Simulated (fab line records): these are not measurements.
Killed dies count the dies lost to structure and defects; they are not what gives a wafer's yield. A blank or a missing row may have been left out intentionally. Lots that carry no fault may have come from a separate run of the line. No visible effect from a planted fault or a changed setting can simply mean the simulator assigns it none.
Which tool was responsible? | flow n5Finfet | 8 lots, 24 wafers sampled, at 5 steps of a route of 1938

## WHAT THE GAUGES READ, wafer by wafer
N5_BEOL_M15_RC_MEAS_101.
lot  | measured     | on        | COMB_M10_max_site (S/m)
L367 | day 15 05:09 | prober-02 | 2.5e-11 2e-11 2.2e-11
L368 | day 15 12:46 | prober-02 | 2.3e-11 2.3e-11 3e-11
L372 | day 16 13:37 | prober-02 | 2.2e-11 1.9e-11 2.5e-11
L378 | day 17 15:37 | prober-02 | 2.2e-11 1.8e-11 1.5e-11
L383 | day 18 12:28 | prober-01 | 1.6e-11 2e-11 1.5e-11
L387 | day 19 08:47 | prober-02 | 2.1e-11 1.9e-11 1.8e-11
L386 | day 19 13:45 | prober-01 | 2e-11 1.8e-11 1.9e-11
L384 | day 20 07:07 | prober-01 | 6.4e-11 4.6e-11 4.9e-11

## EACH LOT AND THE TOOL THAT RAN IT (in order: tool; ch and the chambers of the sampled wafers; start)
lot  | N5_BEOL_M10_STRIP_36              | N5_BEOL_M10_TRENCH_ETCH_37                   | N5_BEOL_M10_ALD_74                 | N5_BEOL_M10_CMP_52
L367 | rieDiel-04 ch 0,3, day 13 14:32   | rieDiel-04 ch 0,3, day 13 17:20 or earlier   | aldMetal-03 ch 2,3, day 13 17:20   | cmp-04 ch 0,2,3, day 13 18:40
L368 | rieDiel-04 ch 2,3, day 14 00:04   | rieDiel-04 ch 2,3, day 14 01:31 or earlier   | aldMetal-02 ch 0,1,2, day 14 01:31 | cmp-02 ch 0,2,3, day 14 02:46
L372 | rieDiel-04 ch 0,1, day 14 20:04   | rieDiel-04 ch 0,1, day 14 21:05 or earlier   | aldMetal-01 ch 1,2, day 14 21:05   | cmp-01 ch 1,2, day 14 22:50
L378 | rieDiel-05 ch 0,1,3, day 16 00:29 | rieDiel-05 ch 0,1,3, day 16 03:10 or earlier | aldMetal-03 ch 0,1,2, day 16 03:10 | cmp-01 ch 0,1, day 16 04:24
L383 | rieDiel-05 ch 0,1,3, day 16 18:54 | rieDiel-05 ch 0,1,3, day 16 20:08 or earlier | aldMetal-01 ch 1,2,3, day 16 20:08 | cmp-04 ch 2,3, day 16 21:59
L387 | rieDiel-04 ch 2,3, day 17 23:54   | rieDiel-04 ch 2,3, day 18 00:56 or earlier   | aldMetal-01 ch 0,1,2, day 18 00:56 | cmp-02 ch 0,3, day 18 02:01
L386 | rieDiel-02 ch 2,3, day 18 00:38   | rieDiel-02 ch 2,3, day 18 01:38 or earlier   | aldMetal-02 ch 1,2,3, day 18 01:38 | cmp-04 ch 0,2, day 18 04:37
L384 | rieDiel-04 ch 0,1,2, day 18 20:28 | rieDiel-04 ch 0,1,2, day 18 21:38 or earlier | aldMetal-03 ch 1,2,3, day 18 21:38 | cmp-02 ch 0,2,3, day 18 22:47
- N5_BEOL_M10_STRIP_36: strips in N2/H2.
- N5_BEOL_M10_TRENCH_ETCH_37: etches SiCOH lowk in C4F6/O2, target depth 148.83 nm, time 48 s.
- N5_BEOL_M10_ALD_74: deposits TaN, target thk 2 nm, pulse time 2 s, purge time 3 s.
- N5_BEOL_M10_CMP_52: polishes, stops on SiCOH lowk, t overpolish 7 s, target thk 140 nm.

## THE ANSWER, worked out from the rows above alone
Rule: what is usual is taken from the lots themselves. The widest of any qualifying gaps counts: lots, ordered by their means at a reading, are off when they make up no more than a third of the lots, leave a main group of 4 or more, and stand apart from it by 3 or more times the standard deviation of that group's means. The tables above print the reading to a certain number of digits; a main group whose means all agree to those digits is not used. Also off: a lot with no number at a reading for which 4 or more lots have one. Any other lot the step has rows for is counted as sound.
Off: L384, seen at N5_BEOL_M15_RC_MEAS_101 (COMB_M10_max_site). The main group: mean 2.0e-11 S/m, standard deviation 2.7e-12.
If a tool, at a process step before that reading, ran all the lots that are off and no sound lot after the first of them, it fits. Those tools and the gauges at N5_BEOL_M15_RC_MEAS_101 are tried in the same way. N5_BEOL_M10_TRENCH_ETCH_37 gives no start for some lots, so the hours and the order of its lots are those of N5_BEOL_M10_ALD_74. Can't be told from this: 4 tools fit, rieDiel-04 at N5_BEOL_M10_STRIP_36 and N5_BEOL_M10_TRENCH_ETCH_37, aldMetal-03 at N5_BEOL_M10_ALD_74, cmp-02 at N5_BEOL_M10_CMP_52, prober-01 at N5_BEOL_M15_RC_MEAS_101.

## WHAT THE SIMULATOR HAD INSERTED
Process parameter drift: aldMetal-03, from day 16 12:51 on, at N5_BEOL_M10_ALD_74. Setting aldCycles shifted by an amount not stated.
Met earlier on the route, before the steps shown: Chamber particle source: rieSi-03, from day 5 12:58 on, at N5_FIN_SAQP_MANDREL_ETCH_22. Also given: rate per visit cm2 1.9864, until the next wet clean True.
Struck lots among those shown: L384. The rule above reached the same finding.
